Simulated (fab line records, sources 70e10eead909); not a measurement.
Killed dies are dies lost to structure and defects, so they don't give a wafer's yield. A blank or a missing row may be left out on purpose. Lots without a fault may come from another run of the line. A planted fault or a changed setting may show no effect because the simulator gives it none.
Which tool did it? | flow nand_harc | 24 lots, 72 wafers sampled, at 5 steps of a route of 1302

WHAT THE GAUGES READ, wafer by wafer
NHARC_A_CHANNEL_FILL_D1_INSPECT_13.
lot  | measured     | on                | raw_defect_count
L074 | day 10 21:35 | defect_inspect-02 | 519 266 232
L075 | day 11 10:30 | defect_inspect-02 | 656 549 861
L076 | day 11 18:57 | defect_inspect-01 | 164 117 179
L077 | day 11 18:57 | defect_inspect-02 | 275 230 338
L078 | day 12 07:09 | defect_inspect-02 | 387 225 381
L079 | day 12 17:22 | defect_inspect-02 | 323 455 312
L080 | day 13 13:50 | defect_inspect-02 | 258 376 296
L081 | day 13 13:50 | defect_inspect-01 | 406 324 223
L082 | day 14 11:25 | defect_inspect-01 | 75 109 200
L083 | day 14 20:33 | defect_inspect-01 | 331 342 410
L084 | day 14 20:33 | defect_inspect-02 | 266 187 253
L085 | day 15 11:20 | defect_inspect-01 | 275 281 270
L086 | day 15 11:19 | defect_inspect-02 | 616 221 190
L087 | day 15 23:16 | defect_inspect-01 | 413 244 403
L089 | day 16 21:22 | defect_inspect-02 | 345 263 439
L088 | day 16 21:23 | defect_inspect-02 | 248 304 304
L090 | day 17 20:00 | defect_inspect-01 | 298 201 311
L091 | day 17 22:53 | defect_inspect-01 | 249 150 219
L092 | day 18 14:25 | defect_inspect-02 | 326 493 209
L093 | day 18 14:30 | defect_inspect-01 | 423 614 373
L095 | day 19 08:38 | defect_inspect-02 | 278 250 217
L094 | day 20 00:22 | defect_inspect-02 | 191 192 307
L097 | day 20 13:58 | defect_inspect-01 | 323 287 629
L096 | day 20 14:07 | defect_inspect-01 | 505 317 211

NHARC_A_ONON_D2_THK_MEAS_27: measures by ellipsometry.
lot  | measured     | on            | thk_nm (nm)
L074 | day 12 18:48 | film_metro-02 | 1006 1007 1006
L075 | day 13 14:51 | film_metro-01 | 1007 1008 1008
L076 | day 13 14:53 | film_metro-01 | 1008 1009 1006
L077 | day 13 14:52 | film_metro-02 | 998 999 1000
L078 | day 14 14:16 | film_metro-01 | 995 992 993
L079 | day 14 18:29 | film_metro-02 | 1005 1005 1004
L080 | day 15 09:45 | film_metro-02 | 993 994 993
L081 | day 15 09:47 | film_metro-02 | 1010 1006 1007
L082 | day 16 08:11 | film_metro-02 | 1007 1007 1005
L083 | day 17 00:30 | film_metro-01 | 1023 1023 1021
L084 | day 17 00:29 | film_metro-01 | 999 998 999
L085 | day 17 13:28 | film_metro-01 | 1005 1006 1009
L086 | day 17 13:28 | film_metro-02 | 999 999 1000
L087 | day 17 22:29 | film_metro-01 | 999 996 996
L089 | day 18 18:24 | film_metro-02 | 998 999 998
L088 | day 18 18:25 | film_metro-01 | 1004 1002 1002
L090 | day 19 16:43 | film_metro-02 | 1001 1000 1002
L091 | day 19 16:41 | film_metro-01 | 1006 1005 1006
L092 | day 20 16:08 | film_metro-01 | 990 991 990
L093 | day 20 16:08 | film_metro-02 | 985 987 987
L095 | day 21 07:50 | film_metro-01 | 999 997 997
L094 | day 22 07:44 | film_metro-01 | 1005 1005 1006
L097 | day 22 18:13 | film_metro-02 | 993 994 994
L096 | day 22 18:02 | film_metro-01 | 992 989 992

NHARC_A_CHANNEL_HOLE_D2_INSPECT_12.
lot  | measured     | on                | raw_defect_count
L074 | day 12 23:24 | defect_inspect-01 | 8 5 7
L075 | day 13 20:52 | defect_inspect-01 | 53 60 55
L076 | day 13 22:53 | defect_inspect-01 | 2 11 2
L077 | day 13 22:43 | defect_inspect-02 | 66 60 56
L078 | day 14 20:52 | defect_inspect-02 | 59 64 59
L079 | day 15 00:28 | defect_inspect-01 | 7 6 4
L080 | day 15 14:36 | defect_inspect-01 | 58 55 65
L081 | day 15 14:45 | defect_inspect-01 | 11 8 8
L082 | day 16 12:31 | defect_inspect-01 | 9 6 11
L083 | day 17 09:42 | defect_inspect-01 | 50 58 62
L084 | day 17 09:06 | defect_inspect-01 | 11 12 13
L085 | day 17 21:43 | defect_inspect-01 | 49 62 54
L086 | day 17 20:40 | defect_inspect-01 | 8 7 11
L087 | day 18 07:05 | defect_inspect-01 | 56 65 64
L089 | day 19 01:07 | defect_inspect-02 | 66 58 65
L088 | day 19 01:26 | defect_inspect-02 | 7 7 14
L090 | day 19 23:31 | defect_inspect-02 | 64 55 59
L091 | day 19 21:38 | defect_inspect-01 | 23 17 20
L092 | day 20 21:05 | defect_inspect-02 | 25 16 23
L093 | day 20 20:57 | defect_inspect-01 | 74 56 44
L095 | day 21 12:31 | defect_inspect-02 | 20 25 25
L094 | day 22 11:43 | defect_inspect-02 | 5 4 3
L097 | day 22 23:53 | defect_inspect-02 | 22 29 20
L096 | day 22 23:42 | defect_inspect-02 | 9 4 3

WHICH TOOL RAN EACH LOT (tool, then ch and the chambers of the sampled wafers, then the start)
lot  | NHARC_A_CHANNEL_HOLE_D1_ETCH_26  | NHARC_A_CHANNEL_FILL_D1_ALD_14
L074 | har_etch-01 ch 0,1, day 8 16:00  | ald_hk-02 ch 2,3, day 9 00:25
L075 | har_etch-02 ch 0,1, day 9 07:05  | ald_hk-02 ch 0,1,2, day 9 17:13
L076 | har_etch-01 ch 0,1, day 9 16:14  | ald_hk-04 ch 0,1,2, day 10 01:20
L077 | har_etch-02 ch 0,1, day 9 19:38  | ald_hk-01 ch 0,2, day 10 04:53
L078 | har_etch-02 ch 0,1, day 10 04:16 | ald_hk-02 ch 0,1, day 10 13:27
L079 | har_etch-01 ch 0,1, day 10 15:03 | ald_hk-01 ch 0,2,3, day 11 00:16
L080 | har_etch-02 ch 0,1, day 11 07:08 | ald_hk-02 ch 2,3, day 11 16:58
L081 | har_etch-01 ch 0,1, day 11 07:27 | ald_hk-01 ch 0,2,3, day 11 16:58
L082 | har_etch-01 ch 0,1, day 12 06:57 | ald_hk-04 ch 1,3, day 12 16:07
L083 | har_etch-02 ch 0,1, day 12 18:41 | ald_hk-01 ch 1,3, day 13 03:47
L084 | har_etch-01 ch 0,1, day 12 18:46 | ald_hk-01 ch 0,2,3, day 13 04:02
L085 | har_etch-02 ch 0,1, day 13 09:03 | ald_hk-02 ch 0,2,3, day 13 18:19
L086 | har_etch-01 ch 0, day 13 11:49   | ald_hk-04 ch 0,1,2, day 13 18:19
L087 | har_etch-02 ch 0,1, day 13 21:06 | ald_hk-02 ch 0,2, day 14 06:16
L089 | har_etch-02 ch 0,1, day 14 18:33 | ald_hk-04 ch 0,1,3, day 15 03:42
L088 | har_etch-01 ch 0,1, day 14 19:37 | ald_hk-02 ch 0,3, day 15 03:40
L090 | har_etch-02 ch 1, day 15 13:00   | ald_hk-04 ch 0,1, day 15 23:16
L091 | har_etch-01 ch 0,1, day 15 14:02 | ald_hk-02 ch 1,2,3, day 16 05:43
L092 | har_etch-01 ch 0,1, day 16 07:50 | ald_hk-02 ch 0,2,3, day 16 17:55
L093 | har_etch-02 ch 0,1, day 16 11:18 | ald_hk-02 ch 0,1,3, day 16 20:28
L095 | har_etch-01 ch 0,1, day 17 06:02 | ald_hk-04 ch 0,2,3, day 17 15:43
L094 | har_etch-02 ch 0,1, day 17 20:04 | ald_hk-02 ch 1,2, day 18 06:23
L097 | har_etch-01 ch 0,1, day 18 07:46 | ald_hk-01 ch 2,3, day 18 17:08
L096 | har_etch-02 ch 0,1, day 18 08:40 | ald_hk-04 ch 1,2,3, day 18 17:11
- NHARC_A_CHANNEL_HOLE_D1_ETCH_26: etches the open film in C4F8/O2/Ar, time 224.1 s, target depth 300 nm.
- NHARC_A_CHANNEL_FILL_D1_ALD_14: deposits SiO2, target thk 2.5 nm, pulse time 10 s, ald cycles 25.

WHAT THE TOOLS THEMSELVES READ (means of the sampled wafers that have a number; where no wafer has one, the mark that the record gives instead)
NHARC_A_CHANNEL_HOLE_D1_ETCH_26.
lot  | tool        | drypump_motor_current_A (A) | mfc_ar_sccm (sccm) | o2_flow_sccm (sccm) | showerhead_plenum_p_Torr (Torr) | throttle_valve_pct (%)
L074 | har_etch-01 | 5.88                        | 374.6              | 114.0               | 3.74                            | 24.595
L075 | har_etch-02 | 5.81                        | 374.1              | 113.5               | 3.46                            | 24.573
L076 | har_etch-01 | 5.91                        | 375.7              | 113.1               | 3.69                            | 24.585
L077 | har_etch-02 | 5.73                        | 374.8              | 113.5               | 3.44                            | 24.591
L078 | har_etch-02 | 5.78                        | 374.6              | 113.6               | 3.45                            | 24.579
L079 | har_etch-01 | 5.88                        | 375.2              | 113.8               | 3.73                            | 24.585
L080 | har_etch-02 | 5.80                        | 373.8              | 113.4               | 3.44                            | 24.582
L081 | har_etch-01 | 5.89                        | 374.1              | 113.4               | 3.72                            | 24.584
L082 | har_etch-01 | 5.93                        | 374.0              | 113.8               | 3.67                            | 24.584
L083 | har_etch-02 | 5.72                        | 373.9              | 113.3               | 3.81                            | 24.579
L084 | har_etch-01 | 5.92                        | 374.0              | 113.7               | 3.67                            | 24.575
L085 | har_etch-02 | 5.74                        | 373.8              | 113.4               | 3.80                            | 24.589
L086 | har_etch-01 | 5.85                        | 374.6              | 113.4               | 3.74                            | 24.580
L087 | har_etch-02 | 5.79                        | 374.5              | 113.3               | 3.61                            | 24.583
L089 | har_etch-02 | 5.82                        | 375.4              | 113.6               | 3.61                            | 24.588
L088 | har_etch-01 | 5.87                        | 375.5              | 113.5               | 3.69                            | 24.597
L090 | har_etch-02 | 5.60                        | 374.5              | 113.6               | 3.97                            | 24.582
L091 | har_etch-01 | 5.92                        | 374.8              | 113.8               | 3.64                            | 24.589
L092 | har_etch-01 | 5.93                        | 374.7              | 113.6               | 3.64                            | 24.587
L093 | har_etch-02 | 5.70                        | 375.3              | 113.5               | 3.97                            | 24.576
L095 | har_etch-01 | 5.88                        | 373.4              | 113.6               | 3.67                            | 24.585
L094 | har_etch-02 | 5.80                        | 374.9              | 113.4               | 3.97                            | 24.577
L097 | har_etch-01 | 5.91                        | 375.7              | 113.5               | 3.62                            | 24.590
L096 | har_etch-02 | 5.73                        | 375.3              | 113.9               | 3.95                            | 24.581

NHARC_A_CHANNEL_FILL_D1_ALD_14.
lot  | tool      | heater_power_w (W) | precursor_pulse_height_rel
L074 | ald_hk-02 | 452                | 1.003
L075 | ald_hk-02 | 499                | 1.000
L076 | ald_hk-04 | 518                | 1.001
L077 | ald_hk-01 | 479                | 1.005
L078 | ald_hk-02 | 568                | 0.982
L079 | ald_hk-01 | 472                | 1.010
L080 | ald_hk-02 | 452                | 1.003
L081 | ald_hk-01 | 471                | 1.016
L082 | ald_hk-04 | 478                | 0.982
L083 | ald_hk-01 | 430                | 0.985
L084 | ald_hk-01 | 474                | 0.985
L085 | ald_hk-02 | 472                | 0.989
L086 | ald_hk-04 | 531                | 0.984
L087 | ald_hk-02 | 463                | 1.012
L089 | ald_hk-04 | 495                | 0.982
L088 | ald_hk-02 | 488                | 1.005
L090 | ald_hk-04 | 510                | 0.989
L091 | ald_hk-02 | 496                | 0.985
L092 | ald_hk-02 | 473                | 0.993
L093 | ald_hk-02 | 514                | 0.992
L095 | ald_hk-04 | 516                | 1.007
L094 | ald_hk-02 | 492                | 1.008
L097 | ald_hk-01 | 436                | 1.008
L096 | ald_hk-04 | 520                | 0.991

THE ANSWER, worked out from the rows above alone
Rule: what is usual is taken from the lots themselves. Put in order of their means at a reading, lots are off if they are a third of the lots or fewer, leave a main group of 4 or more, and stand apart from it by a gap of 3 or more times the standard deviation of the main group's means; of several such gaps the widest counts. A main group whose means are all the same, to the digits that the tables above print for the reading, isn't used. A lot without any number at a reading at which 4 lots or more have one is off too. The other lots that the step has rows for count as sound. The gauges are gone through in route order, then the tools' own readings, and for those a lot's mean is taken as printed above. The first step at which some lot is off is used, and at that step the reading that is off furthest; a lot without a number counts as furthest.
No lot is off at any reading shown: from this, nothing can be told.

WHAT THE SIMULATOR HAD PUT IN
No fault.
